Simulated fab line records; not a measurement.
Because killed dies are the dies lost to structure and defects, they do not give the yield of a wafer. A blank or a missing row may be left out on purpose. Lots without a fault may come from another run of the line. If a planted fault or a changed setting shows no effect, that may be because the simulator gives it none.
fab line records | flow n5_finfet | part 1 of 2: steps 1 to 21 of 34
record lots=5 | wafers=15 | last_day=17
route steps=1938 shown SDB@368 DUMMY_REMOVAL@377 HKMG_FIN@385
lots with no fault: from the same line, run without faults
start_h: start of the lot's first displayed wafer, in hours after the record's first day | wait_h: hours elapsed since this lot's preceding step | " as in the row above | L1.1+2: a row that stands for several wafers | - no value present, or no start provided | * or withheld: withheld | < > ~ a bound
route shown NAME@n: a module of which the file shows steps, and the number in the route of the first | usual: mean and standard deviation over wafers with no fault | same: alike in all rows | chamber/n: place in a boat | sites: each site's reading | _std_site: the values' standard deviation | _edge_site: outer sites' mean less inner sites' | radius_mm: for every site, how far away it sits from the centre of the wafer | mask NAME#n: copy n | behind: the most recent tool/chamber to have shaped the wafer | hold: why the lot was held/for how many hours/how that ended | device: which transistor (n, p or np) failed to switch | end of line: the same wafers' tests at the end of the route | a step without rows: its recipe alone | killed: at the first sort, the dies lost to defects and structure; wafer yield is something else | map: shows each die of a wafer: x if killed, . if not, _ if none is there
set.NAME: the run value of the setting; set.NAME@STEP: its run value at that earlier step | model.NAME: the simulator's own value behind a step, which no gauge read
lots at selected steps of the route; one table per step, one row per wafer
services: a tool's chamber out of use, with start hour (start_h, from the record's first day; less than 0 if before it), hours out, and reason
## steps
# step N5_SDB_ETCH_25
# recipe chemistry=C4F6/O2 | target=SiO2 | target_depth_a=100 | time_s=3.3 | ion_energy_ev=250 | mask_material=SiNx | pressure_mtorr=30 | source_w=345 | bias_w=185 | Ar_flow_sccm=300 | C4F6_flow_sccm=10 | O2_flow_sccm=10
# usual drypump_motor_current_A=5.7/0.4 | oes_product_au=0.80/0.082 | rf_vpp_V=668/4.5 | showerhead_plenum_p_Torr=2.88/0.09 | throttle_valve_pct=21.23/0.28
lot.wafer | tool        | chamber | start_h | wait_h | drypump_motor_current_A | oes_product_au | rf_hours_counter_h | rf_vpp_V | showerhead_plenum_p_Torr | throttle_valve_pct
L074.2    | rie_diel-03 | 2       | 73.03   | 0.0    | 5.7                     | 0.84           | 67                 | 672      | 3.00                     | 21.24
L074.3    | "           | 3       | "       | "      | 5.1                     | 0.72           | 182                | 661      | 2.73                     | 21.32
L074.6    | "           | 2       | "       | "      | 5.6                     | 0.85           | -                  | 672      | 3.00                     | 21.26
L082.1    | rie_diel-06 | 0       | 116.30  | 0.0    | 5.8                     | 0.77           | 116                | 665      | 2.86                     | 21.23
L082.3    | "           | 3       | "       | "      | 5.4                     | 0.87           | 64                 | 672      | 2.89                     | 21.01
L082.6    | "           | 2       | "       | "      | 6.8                     | 0.76           | -                  | 671      | 2.86                     | 21.64
L084.2    | rie_diel-03 | 1       | 130.01  | 0.3    | 5.8                     | 0.92           | 16                 | 664      | 3.03                     | 20.85
L084.3    | "           | 0       | "       | "      | 6.0                     | 0.72           | 204                | 671      | 2.94                     | 21.46
L084.6    | "           | 1       | "       | "      | 5.8                     | 0.91           | -                  | 663      | 3.03                     | 20.85
L088.4    | rie_diel-06 | 2       | 151.39  | 0.3    | 6.8                     | 0.75           | 167                | 671      | 2.85                     | 21.67
L088.5    | "           | 3       | "       | "      | 5.4                     | 0.85           | -                  | 670      | 2.89                     | 21.03
L088.6    | "           | 2       | "       | "      | 6.8                     | 0.74           | -                  | 672      | 2.85                     | 21.67
L093.2    | rie_diel-03 | 1       | 185.47  | 0.0    | 5.8                     | 0.88           | 36                 | 665      | 3.02                     | 20.87
L093.3    | "           | 0       | "       | "      | 6.0                     | 0.71           | 223                | 670      | 2.93                     | 21.49
L093.5    | "           | 0       | "       | "      | 6.0                     | 0.71           | -                  | 669      | 2.93                     | 21.47
# step N5_SDB_CUT_ETCH_26
# recipe chemistry=HBr/Cl2/O2 | target=Si | target_depth_a=1296 | bt_time_s=20 | mask_material=SiNx | time_s=51.8 | ion_energy_ev=* | bias_w=* | pressure_mtorr=10 | icp_w=800 | HBr_flow_sccm=150 | Cl2_flow_sccm=80 | O2_flow_sccm=12
# usual drypump_motor_current_A=5.9/0.42 | oes_product_au=0.991/0.013 | throttle_valve_pct=37.24/0.21
lot.wafer | tool      | chamber | start_h | wait_h | drypump_motor_current_A | oes_product_au | rf_hours_counter_h | throttle_valve_pct
L074.2    | rie_si-02 | 3       | 73.11   | 0.1    | 5.8                     | 0.997          | 29                 | 37.29
L074.3    | "         | 0       | "       | "      | 5.1                     | 1.009          | 110                | 37.29
L074.6    | "         | 3       | "       | "      | 5.8                     | 0.983          | -                  | 37.30
L082.1    | rie_si-01 | 0       | 116.39  | 0.1    | 6.1                     | 1.015          | 25                 | 37.41
L082.3    | "         | 1       | "       | "      | 6.0                     | 1.006          | 7                  | 37.40
L082.6    | "         | 2       | "       | "      | 5.9                     | 0.986          | -                  | 36.90
L084.2    | rie_si-02 | 0       | 130.11  | 0.1    | 5.1                     | 1.006          | 111                | 37.29
L084.3    | "         | 3       | "       | "      | 5.8                     | 0.990          | 31                 | 37.31
L084.6    | "         | 2       | "       | "      | 5.6                     | 0.981          | -                  | 37.42
L088.4    | rie_si-02 | 2       | 151.48  | 0.1    | 5.6                     | 0.975          | 40                 | 37.42
L088.5    | "         | 0       | "       | "      | 5.1                     | 0.990          | -                  | 37.29
L088.6    | "         | 3       | "       | "      | 5.8                     | 0.983          | -                  | 37.30
L093.2    | rie_si-02 | 0       | 185.55  | 0.1    | 5.1                     | 1.010          | 112                | 37.30
L093.3    | "         | 3       | "       | "      | 5.8                     | 0.990          | 32                 | 37.30
L093.5    | "         | 3       | "       | "      | 5.8                     | 0.993          | -                  | 37.32
# step N5_SDB_PRECLEAN_38
# recipe chemistry=dHF | time_s=10 | dilution=750:1 | temp_c=25
lot.wafer  | tool         | chamber | start_h | wait_h
L074.2+3+6 | wet_bench-01 | 1,4,5   | 73.23   | 0.1
L082.1+3+6 | wet_bench-03 | 1,0,5   | 116.50  | 0.1
L084.2+3+6 | wet_bench-06 | 2,1,4   | 130.22  | 0.1
L088.4+5+6 | wet_bench-01 | 6,5,3   | 151.59  | 0.1
L093.2+3+5 | wet_bench-06 | 4,3,7   | 185.67  | 0.1
# step N5_SDB_PRECLEAN_39
# recipe chemistry=O3/DIW | time_s=45 | temp_c=22 | o3_ppm=10
# usual o3_ppm=10.00/0.11
lot.wafer | tool         | chamber | start_h | wait_h | o3_ppm
L074.2    | wet_bench-01 | 1       | 73.23   | 0.0    | 9.87
L074.3    | "            | 4       | "       | "      | 9.82
L074.6    | "            | 5       | "       | "      | 9.84
L082.1    | wet_bench-03 | 1       | 116.51  | 0.0    | 9.85
L082.3    | "            | 0       | "       | "      | 10.09
L082.6    | "            | 5       | "       | "      | 9.93
L084.2    | wet_bench-06 | 2       | 130.23  | 0.0    | 9.97
L084.3    | "            | 1       | "       | "      | 9.87
L084.6    | "            | 4       | "       | "      | 9.95
L088.4    | wet_bench-01 | 6       | 151.60  | 0.0    | 10.10
L088.5    | "            | 5       | "       | "      | 9.87
L088.6    | "            | 3       | "       | "      | 10.00
L093.2    | wet_bench-06 | 4       | 185.67  | 0.0    | 10.20
L093.3    | "            | 3       | "       | "      | 10.06
L093.5    | "            | 7       | "       | "      | 10.05
# step N5_SDB_SRD_28
# recipe dry=ipa_marangoni | time_s=30 | temp_c=23 | rinse_liquid=diw
lot.wafer  | tool         | chamber | start_h | wait_h
L074.2+3+6 | wet_bench-01 | 1,4,5   | 73.25   | 0.0
L082.1+3+6 | wet_bench-03 | 1,0,5   | 116.52  | 0.0
L084.2+3+6 | wet_bench-06 | 2,1,4   | 130.24  | 0.0
L088.4+5+6 | wet_bench-01 | 6,5,3   | 151.61  | 0.0
L093.2+3+5 | wet_bench-06 | 4,3,7   | 185.69  | 0.0
# step N5_SDB_ALD_29
# recipe material=SiNx | target_thk_a=300 | temp_c=400 | ald_precursor_family=SiH2I2 | ald_co_reactant=N2/H2-plasma | pulse_time_s=1 | ald_cycles=600 | purge_time_s=2 | co_reactant_purge_time_s=2 | pressure_torr=2
# usual heater_power_w=832/85 | precursor_pulse_height_rel=1.000/0.019
lot.wafer | tool       | chamber | start_h | wait_h | heater_power_w | precursor_pulse_height_rel
L074.2    | ald_sin-04 | 0       | 73.29   | 0.0    | 896            | 1.018
L074.3    | "          | 2       | "       | "      | 784            | 1.001
L074.6    | "          | 0       | 74.65   | 1.4    | 882            | 0.990
L082.1    | ald_sin-04 | 2       | 116.57  | 0.0    | 785            | 0.995
L082.3    | "          | 3       | "       | "      | 777            | 0.995
L082.6    | "          | 3       | 117.92  | 1.4    | 799            | 0.995
L084.2    | ald_sin-04 | 2       | 130.29  | 0.0    | 793            | 0.999
L084.3    | "          | 3       | "       | "      | 792            | 0.990
L084.6    | "          | 0       | 131.64  | 1.4    | 897            | 1.018
L088.4    | ald_sin-02 | 3       | 151.66  | 0.0    | 647            | 0.975
L088.5    | "          | 3       | 153.01  | 1.4    | 648            | 0.999
L088.6    | "          | 0       | "       | "      | 1009           | 0.994
L093.2    | ald_sin-04 | 2       | 185.73  | 0.0    | 788            | 0.961
L093.3    | "          | 0       | "       | "      | 900            | 0.984
L093.5    | "          | 1       | 187.09  | 1.4    | 881            | 0.989
# step N5_SDB_CMP_30
# recipe stop_on=poly-Si | t_overpolish_s=1.54 | post_cmp_clean=alkaline_brush | down_force_psi=4.1491 | platen_rpm=51.796 | pad_velocity_m_s=1.0306 | target_thk_nm=30
# usual motor_current_A=12.1/1.5 | overpolish_run_s=1.542/0.011 | pad_life_wafers=1031/500 | slurry_flow_ml_min=150.0/0.52 | time_to_endpoint_s=17.5/2.2
lot.wafer | tool   | chamber | start_h | wait_h | motor_current_A | overpolish_run_s | pad_life_wafers | slurry_flow_ml_min | time_to_endpoint_s
L074.2    | cmp-04 | 1       | 76.10   | 1.5    | 10.8            | 1.515            | 1082            | 150.5              | 18.7
L074.3    | "      | 2       | "       | "      | 10.7            | 1.533            | 1083            | 150.3              | 18.5
L074.6    | "      | 0       | "       | "      | 13.6            | 1.547            | -               | 149.1              | 19.9
L082.3    | cmp-02 | 1       | 119.34  | 1.4    | 14.5            | 1.548            | 967             | 149.9              | 20.2
L082.1    | "      | 2       | "       | "      | 13.9            | 1.552            | 968             | 149.8              | 17.3
L082.6    | "      | 0       | "       | "      | 10.9            | 1.534            | -               | 150.0              | 15.8
L084.3    | cmp-04 | 2       | 133.02  | 1.4    | 10.2            | 1.529            | 1554            | 149.7              | 18.2
L084.2    | "      | 3       | "       | "      | 10.3            | 1.564            | 1555            | 149.3              | 16.5
L084.6    | "      | 2       | "       | "      | 11.1            | 1.535            | -               | 149.7              | 15.0
L088.4    | cmp-01 | 3       | 154.39  | 1.4    | 14.1            | 1.522            | 564             | 150.3              | 19.0
L088.6    | "      | 3       | "       | "      | 13.1            | 1.538            | -               | 151.0              | 16.3
L088.5    | "      | 0       | "       | "      | 10.5            | 1.549            | -               | 149.9              | 18.1
L093.2    | cmp-02 | 3       | 188.54  | 1.5    | 11.6            | 1.555            | 1532            | 150.4              | 16.9
L093.3    | "      | 0       | "       | "      | 10.7            | 1.534            | 1533            | 149.6              | 14.4
L093.5    | "      | 1       | "       | "      | 14.5            | 1.533            | -               | 150.1              | 19.0
# step N5_SDB_THK_MEAS_31
# recipe reads=a-Si_of_DUMMY_GATE_CVD_03
# usual SDB_THK=64.3/0.89
lot.wafer | tool          | chamber | start_h | wait_h | SDB_THK[nm]
L074.2    | film_metro-02 | -       | 76.32   | -      | 64.1
L074.3    | "             | -       | "       | "      | 63.8
L074.6    | "             | -       | "       | "      | 64.6
L082.1    | film_metro-02 | -       | 119.60  | -      | 64.3
L082.3    | "             | -       | "       | "      | 63.8
L082.6    | "             | -       | "       | "      | 63.0
L084.2    | film_metro-02 | -       | 133.32  | -      | 63.2
L084.3    | "             | -       | "       | "      | 63.0
L084.6    | "             | -       | "       | "      | 62.3
L088.4    | film_metro-02 | -       | 154.69  | -      | 64.4
L088.5    | "             | -       | "       | "      | 64.2
L088.6    | "             | -       | "       | "      | 64.1
L093.2    | film_metro-02 | -       | 188.76  | -      | 66.5
L093.3    | "             | -       | "       | "      | 66.4
L093.5    | "             | -       | "       | "      | 64.4
# step N5_SDB_INSPECT_36
# recipe inspect_instrument=darkfield | mode=post_cmp
# usual raw_defect_count=39/16
lot.wafer | tool              | chamber | start_h | wait_h | raw_defect_count
L074.2    | defect_inspect-01 | -       | 76.35   | 0.0    | 22
L074.3    | "                 | -       | "       | "      | 35
L074.6    | "                 | -       | "       | "      | 30
L082.1    | defect_inspect-02 | -       | 119.62  | 0.0    | 27
L082.3    | "                 | -       | "       | "      | 23
L082.6    | "                 | -       | "       | "      | 27
L084.2    | defect_inspect-01 | -       | 133.34  | 0.0    | 61
L084.3    | "                 | -       | "       | "      | 63
L084.6    | "                 | -       | "       | "      | 30
L088.4    | defect_inspect-02 | -       | 154.71  | 0.0    | 43
L088.5    | "                 | -       | "       | "      | 43
L088.6    | "                 | -       | "       | "      | 27
L093.2    | defect_inspect-01 | -       | 188.79  | 0.0    | 29
L093.3    | "                 | -       | "       | "      | 22
L093.5    | "                 | -       | "       | "      | 39
# step N5_DUMMY_REMOVAL_HM_STRIP_01
# recipe chemistry=CH3F/O2 | material=SiNx | target_depth_a=40 | stop_on=poly-Si | time_s=6.8 | over_etch_frac=0.3 | ion_energy_ev=60 | power_w=410 | bias_w=29 | Ar_flow_sccm=150 | CH3F_flow_sccm=30 | O2_flow_sccm=20
# usual drypump_motor_current_A=5.8/0.51 | oes_product_au=0.60/0.044 | rf_vpp_V=127.4/1 | showerhead_plenum_p_Torr=1.99/0.06 | throttle_valve_pct=16.47/0.22
lot.wafer | tool        | chamber | start_h | wait_h | drypump_motor_current_A | oes_product_au | rf_hours_counter_h | rf_vpp_V | showerhead_plenum_p_Torr | throttle_valve_pct
L074.2    | rie_diel-02 | 1       | 76.38   | 0.0    | 5.9                     | 0.58           | 232                | 126.7    | 1.90                     | 16.33
L074.3    | "           | 3       | "       | "      | 4.7                     | 0.61           | 155                | 128.3    | 2.01                     | 16.54
L074.6    | "           | 1       | "       | "      | 5.9                     | 0.58           | -                  | 126.6    | 1.90                     | 16.34
L082.1    | rie_diel-04 | 0       | 119.66  | 0.0    | 6.1                     | 0.59           | 161                | 126.0    | 2.00                     | 16.48
L082.3    | "           | 1       | "       | "      | 6.5                     | 0.63           | 141                | 126.3    | 1.92                     | 16.44
L082.6    | "           | 3       | "       | "      | 5.6                     | 0.58           | -                  | 126.8    | 1.90                     | 16.72
L084.2    | rie_diel-05 | 1       | 133.39  | 0.0    | 6.7                     | 0.57           | 193                | 127.9    | 1.98                     | 16.52
L084.3    | "           | 3       | "       | "      | 5.6                     | 0.60           | 187                | 126.9    | 1.98                     | 16.79
L084.6    | "           | 3       | "       | "      | 5.6                     | 0.59           | -                  | 126.9    | 1.98                     | 16.80
L088.4    | rie_diel-05 | 1       | 154.75  | 0.0    | 6.7                     | 0.58           | 200                | 127.8    | 1.98                     | 16.56
L088.5    | "           | 2       | "       | "      | 5.5                     | 0.58           | -                  | 127.4    | 1.97                     | 16.34
L088.6    | "           | 1       | "       | "      | 6.7                     | 0.57           | -                  | 126.2    | 1.98                     | 16.55
L093.2    | rie_diel-04 | 1       | 188.82  | 0.0    | 6.6                     | 0.62           | 162                | 126.7    | 1.92                     | 16.46
L093.3    | "           | 0       | "       | "      | 6.1                     | 0.59           | 183                | 127.4    | 2.00                     | 16.54
L093.5    | "           | 1       | "       | "      | 6.6                     | 0.61           | -                  | 127.8    | 1.92                     | 16.47
# step N5_DUMMY_REMOVAL_STRIP_10
# recipe chemistry=N2/H2 | time_s=40 | power_w=100 | temp_c=40 | pressure_mtorr=100 | rf_frequency_hz=6e+07 | bias_power_w=3 | n2_flow_sccm=300 | h2_flow_sccm=300
# usual drypump_motor_current_A=5.8/0.5 | n2_flow_sccm=300.1/0.83 | oes_product_au=0.74/0.056 | rf_vpp_V=45.2/0.9 | showerhead_plenum_p_Torr=3.35/0.1 | throttle_valve_pct=12.37/0.22
lot.wafer | tool        | chamber | start_h | wait_h | drypump_motor_current_A | n2_flow_sccm | oes_product_au | rf_hours_counter_h | rf_vpp_V | showerhead_plenum_p_Torr | throttle_valve_pct
L074.2    | rie_diel-02 | 1       | 76.42   | 0.0    | 5.9                     | 301.1        | 0.71           | 232                | 45.9     | 3.21                     | 12.31
L074.3    | "           | 3       | "       | "      | 4.8                     | 300.4        | 0.76           | 155                | 45.6     | 3.38                     | 12.39
L074.6    | "           | 1       | "       | "      | 5.9                     | 300.4        | 0.71           | -                  | 44.5     | 3.21                     | 12.32
L082.1    | rie_diel-04 | 0       | 119.70  | 0.0    | 6.1                     | 300.3        | 0.74           | 161                | 46.7     | 3.36                     | 12.25
L082.3    | "           | 1       | "       | "      | 6.6                     | 300.8        | 0.79           | 141                | 43.2     | 3.25                     | 12.35
L082.6    | "           | 3       | "       | "      | 5.7                     | 300.9        | 0.71           | -                  | 45.9     | 3.20                     | 12.54
L084.2    | rie_diel-05 | 1       | 133.42  | 0.0    | 6.7                     | 301.6        | 0.71           | 193                | 46.1     | 3.35                     | 12.43
L084.3    | "           | 3       | "       | "      | 5.6                     | 300.7        | 0.72           | 187                | 44.2     | 3.35                     | 12.64
L084.6    | "           | 3       | "       | "      | 5.6                     | 301.3        | 0.73           | -                  | 43.9     | 3.35                     | 12.64
L088.4    | rie_diel-05 | 1       | 154.78  | 0.0    | 6.8                     | 302.0        | 0.71           | 200                | 45.9     | 3.35                     | 12.46
L088.5    | "           | 2       | "       | "      | 5.5                     | 300.5        | 0.70           | -                  | 47.8     | 3.33                     | 12.40
L088.6    | "           | 1       | "       | "      | 6.7                     | 302.0        | 0.71           | -                  | 45.8     | 3.35                     | 12.46
L093.2    | rie_diel-04 | 1       | 188.86  | 0.0    | 6.6                     | 299.9        | 0.76           | 162                | 45.1     | 3.24                     | 12.41
L093.3    | "           | 0       | "       | "      | 6.2                     | 300.1        | 0.72           | 183                | 45.2     | 3.35                     | 12.30
L093.5    | "           | 1       | "       | "      | 6.6                     | 299.5        | 0.76           | -                  | 45.4     | 3.24                     | 12.42
# step N5_DUMMY_REMOVAL_PRECLEAN_07
# recipe chemistry=dHF | time_s=30 | temp_c=25 | dilution=withheld
lot.wafer  | tool         | chamber | start_h | wait_h
L074.2+3+6 | wet_bench-02 | 7,6,2   | 76.51   | 0.1
L082.1+3+6 | wet_bench-02 | 6,5,2   | 119.79  | 0.1
L084.2+3+6 | wet_bench-02 | 3,0,7   | 133.51  | 0.1
L088.4+5+6 | wet_bench-04 | 1,6,5   | 154.87  | 0.1
L093.2+3+5 | wet_bench-05 | 5,4,2   | 188.95  | 0.1
# step N5_DUMMY_REMOVAL_DUMMY_REMOVE_02
# recipe chemistry=TMAH | temp_c=70 | target=poly-Si | stop_on=SiO2 | target_depth_nm=142 | conc_wt_pct=5 | time_s=57 | dry=ipa_marangoni | rinse_time_s=30 | rinse_temp_c=23
# usual rinse_temp_c=22.99/0.1
lot.wafer | tool         | chamber | start_h | wait_h | rinse_temp_c
L074.2    | wet_bench-02 | 7       | 76.52   | 0.0    | 22.88
L074.3    | "            | 6       | "       | "      | 23.00
L074.6    | "            | 2       | "       | "      | 23.00
L082.1    | wet_bench-02 | 6       | 119.80  | 0.0    | 22.99
L082.3    | "            | 5       | "       | "      | 23.15
L082.6    | "            | 2       | "       | "      | 22.97
L084.2    | wet_bench-02 | 3       | 133.53  | 0.0    | 22.93
L084.3    | "            | 0       | "       | "      | 22.94
L084.6    | "            | 7       | "       | "      | 23.20
L088.4    | wet_bench-04 | 1       | 154.89  | 0.0    | 23.00
L088.5    | "            | 6       | "       | "      | 22.90
L088.6    | "            | 5       | "       | "      | 23.01
L093.2    | wet_bench-05 | 5       | 188.96  | 0.0    | 22.99
L093.3    | "            | 4       | "       | "      | 22.99
L093.5    | "            | 2       | "       | "      | 23.09
# step N5_DUMMY_REMOVAL_INSPECT_06
# recipe inspect_instrument=brightfield | mode=aei
# usual raw_defect_count=12/5.6
lot.wafer | tool              | chamber | start_h | wait_h | raw_defect_count
L074.2    | defect_inspect-02 | -       | 76.58   | 0.0    | 9
L074.3    | "                 | -       | "       | "      | 7
L074.6    | "                 | -       | "       | "      | 9
L082.1    | defect_inspect-01 | -       | 119.86  | 0.0    | 5
L082.3    | "                 | -       | "       | "      | 5
L082.6    | "                 | -       | "       | "      | 11
L084.2    | defect_inspect-01 | -       | 133.58  | 0.0    | 9
L084.3    | "                 | -       | "       | "      | 12
L084.6    | "                 | -       | "       | "      | 8
L088.4    | defect_inspect-02 | -       | 154.94  | 0.0    | 15
L088.5    | "                 | -       | "       | "      | 13
L088.6    | "                 | -       | "       | "      | 10
L093.2    | defect_inspect-02 | -       | 189.02  | 0.0    | 11
L093.3    | "                 | -       | "       | "      | 6
L093.5    | "                 | -       | "       | "      | 8
# step N5_DUMMY_REMOVAL_PRECLEAN_08
# recipe chemistry=NF3:NH3 | afs_cycles=2 | temp_c=30 | time_s=20 | sublimation_temp_c=180 | sublimation_time_s=60 | pressure_torr=3 | rf_power_w=30
# usual sublimation_temp_c=179.99/0.16
lot.wafer | tool             | chamber | start_h | wait_h | sublimation_temp_c
L074.2    | remote_plasma-01 | 1       | 76.64   | 0.1    | 179.84
L074.3    | "                | 1       | "       | "      | 180.08
L074.6    | "                | 1       | "       | "      | 180.08
L082.1    | remote_plasma-01 | 1       | 119.90  | 0.0    | 180.30
L082.3    | "                | 1       | "       | "      | 180.17
L082.6    | "                | 1       | "       | "      | 179.98
L084.2    | remote_plasma-02 | 1       | 133.65  | 0.1    | 180.14
L084.3    | "                | 1       | "       | "      | 180.28
L084.6    | "                | 1       | "       | "      | 180.44
L088.4    | remote_plasma-01 | 1       | 155.07  | 0.1    | 180.17
L088.5    | "                | 1       | "       | "      | 179.95
L088.6    | "                | 1       | "       | "      | 180.09
L093.2    | remote_plasma-01 | 1       | 189.08  | 0.1    | 179.84
L093.3    | "                | 1       | "       | "      | 179.87
L093.5    | "                | 1       | "       | "      | 179.84
# step N5_DUMMY_REMOVAL_PRECLEAN_04
# recipe chemistry=DHF | time_s=37 | temp_c=25 | dilution=500:1
lot.wafer  | tool         | chamber | start_h | wait_h
L074.2+3+6 | wet_bench-04 | 0,6,7   | 76.82   | 0.2
L082.1+3+6 | wet_bench-05 | 3,7,6   | 120.11  | 0.2
L084.2+3+6 | wet_bench-02 | 7,6,5   | 133.83  | 0.2
L088.4+5+6 | wet_bench-02 | 1,7,2   | 155.19  | 0.1
L093.2+3+5 | wet_bench-02 | 5,6,4   | 189.26  | 0.2
# step N5_DUMMY_REMOVAL_SRD_05
# recipe dry=ipa_marangoni | do_ppb=5 | time_s=30 | temp_c=23 | rinse_liquid=diw
lot.wafer  | tool         | chamber | start_h | wait_h
L074.2+3+6 | wet_bench-04 | 0,6,7   | 76.84   | 0.0
L082.1+3+6 | wet_bench-05 | 3,7,6   | 120.12  | 0.0
L084.2+3+6 | wet_bench-02 | 7,6,5   | 133.84  | 0.0
L088.4+5+6 | wet_bench-02 | 1,7,2   | 155.20  | 0.0
L093.2+3+5 | wet_bench-02 | 5,6,4   | 189.28  | 0.0
# step N5_HKMG_FIN_IL_REGROW_00
# recipe material=SiO2 | target_thk_a=7.5 | chemistry=O3 | temp_c=withheld | time_s=30
lot.wafer  | tool      | chamber | start_h | wait_h
L074.2+3+6 | ald_hk-03 | 1,3,1   | 76.88   | 0.0
L082.1+3+6 | ald_hk-01 | 2,0,2   | 120.17  | 0.0
L084.2+3+6 | ald_hk-03 | 1,0,3   | 133.89  | 0.0
L088.4+5+6 | ald_hk-02 | 0,2,3   | 155.25  | 0.0
L093.2+3+5 | ald_hk-02 | 1,0,2   | 189.32  | 0.0
# step N5_HKMG_FIN_HK_ALD_01
# recipe material=HfO2 | target_thk_a=16 | temp_c=withheld | ald_precursor_family=HfCl4 | ald_co_reactant=H2O | pulse_time_s=3 | purge_time_s=3 | co_reactant_purge_time_s=2.5 | co_reactant_pulse_time_s=0.3 | ald_cycles=30
# usual precursor_pulse_height_rel=1.000/0.02
lot.wafer | tool      | chamber | start_h | wait_h | precursor_pulse_height_rel
L074.2    | ald_hk-03 | 1       | 76.93   | 0.0    | 0.997
L074.3    | "         | 3       | "       | "      | 0.992
L074.6    | "         | 1       | "       | "      | 0.997
L082.1    | ald_hk-01 | 2       | 120.22  | 0.0    | 1.045
L082.3    | "         | 0       | "       | "      | 1.020
L082.6    | "         | 2       | "       | "      | 0.983
L084.2    | ald_hk-03 | 1       | 133.94  | 0.0    | 1.000
L084.3    | "         | 0       | "       | "      | 1.005
L084.6    | "         | 3       | "       | "      | 1.004
L088.4    | ald_hk-02 | 0       | 155.30  | 0.0    | 0.993
L088.5    | "         | 2       | "       | "      | 0.991
L088.6    | "         | 3       | "       | "      | 0.985
L093.2    | ald_hk-02 | 1       | 189.37  | 0.0    | 0.983
L093.3    | "         | 0       | "       | "      | 1.027
L093.5    | "         | 2       | "       | "      | 0.973
# step N5_HKMG_FIN_HK_ANNEAL_02
# recipe temp_c=700 | time_s=30 | ambient=N2 | idle_temp_c=600 | ramp_up_c_per_s=150 | ramp_down_c_per_s=60 | cool_to_c=600
# usual lamp_power_pct=8.81/0.049 | lamp_zone_7_pct=9.193/0.011 | wafer_temp_C_max=702.9/0.62
lot.wafer | tool          | chamber | start_h | wait_h | lamp_power_pct | lamp_zone_7_pct | wafer_temp_C_max
L074.2    | rtp_anneal-02 | 0       | 77.16   | 0.2    | 8.89           | 9.190           | 702.9
L074.3    | "             | 0       | "       | "      | 8.80           | 9.194           | 702.4
L074.6    | "             | 0       | "       | "      | 8.82           | 9.179           | 703.5
L082.1    | rtp_anneal-01 | 0       | 120.40  | 0.1    | 8.76           | 9.208           | 702.6
L082.3    | "             | 0       | "       | "      | 8.82           | 9.188           | 702.2
L082.6    | "             | 0       | "       | "      | 8.77           | 9.179           | 703.0
L084.2    | rtp_anneal-02 | 0       | 134.16  | 0.1    | 8.75           | 9.197           | 703.4
L084.3    | "             | 0       | "       | "      | 8.80           | 9.203           | 703.4
L084.6    | "             | 0       | "       | "      | 8.84           | 9.204           | 702.5
L088.4    | rtp_anneal-02 | 0       | 155.58  | 0.2    | 8.81           | 9.187           | 702.3
L088.5    | "             | 0       | "       | "      | 8.84           | 9.189           | 702.9
L088.6    | "             | 0       | "       | "      | 8.79           | 9.179           | 704.3
L093.2    | rtp_anneal-02 | 0       | 189.59  | 0.1    | 8.79           | 9.192           | 702.4
L093.3    | "             | 0       | "       | "      | 8.69           | 9.211           | 703.2
L093.5    | "             | 0       | "       | "      | 8.77           | 9.187           | 703.1
# step N5_HKMG_FIN_ALD_74
# recipe material=La2O3 | target_thk_a=5 | temp_c=250 | ald_precursor_family=La-Cp | ald_co_reactant=O3 | pulse_time_s=6 | co_reactant_pulse_time_s=1 | purge_time_s=3 | co_reactant_purge_time_s=3
# usual heater_power_w=354/33 | precursor_pulse_height_rel=0.997/0.018
lot.wafer | tool      | chamber | start_h | wait_h | heater_power_w | precursor_pulse_height_rel
L074.2    | ald_hk-02 | 1       | 77.35   | 0.2    | 391            | 0.946
L074.3    | "         | 2       | "       | "      | 319            | 0.993
L074.6    | "         | 0       | "       | "      | 335            | 0.986
L082.1    | ald_hk-02 | 2       | 120.62  | 0.2    | 305            | 0.993
L082.3    | "         | 1       | "       | "      | 378            | 0.995
L082.6    | "         | 2       | "       | "      | 311            | 0.983
L084.2    | ald_hk-01 | 1       | 134.35  | 0.2    | 387            | 1.001
L084.3    | "         | 2       | "       | "      | 404            | 1.020
L084.6    | "         | 3       | "       | "      | 363            | 1.017
L088.4    | ald_hk-03 | 3       | 155.70  | 0.1    | 351            | 1.005
L088.5    | "         | 2       | "       | "      | 389            | 1.011
L088.6    | "         | 3       | "       | "      | 359            | 1.007
L093.2    | ald_hk-03 | 2       | 189.79  | 0.2    | 391            | 1.023
L093.3    | "         | 3       | "       | "      | 358            | 1.011
L093.5    | "         | 0       | "       | "      | 307            | 0.971
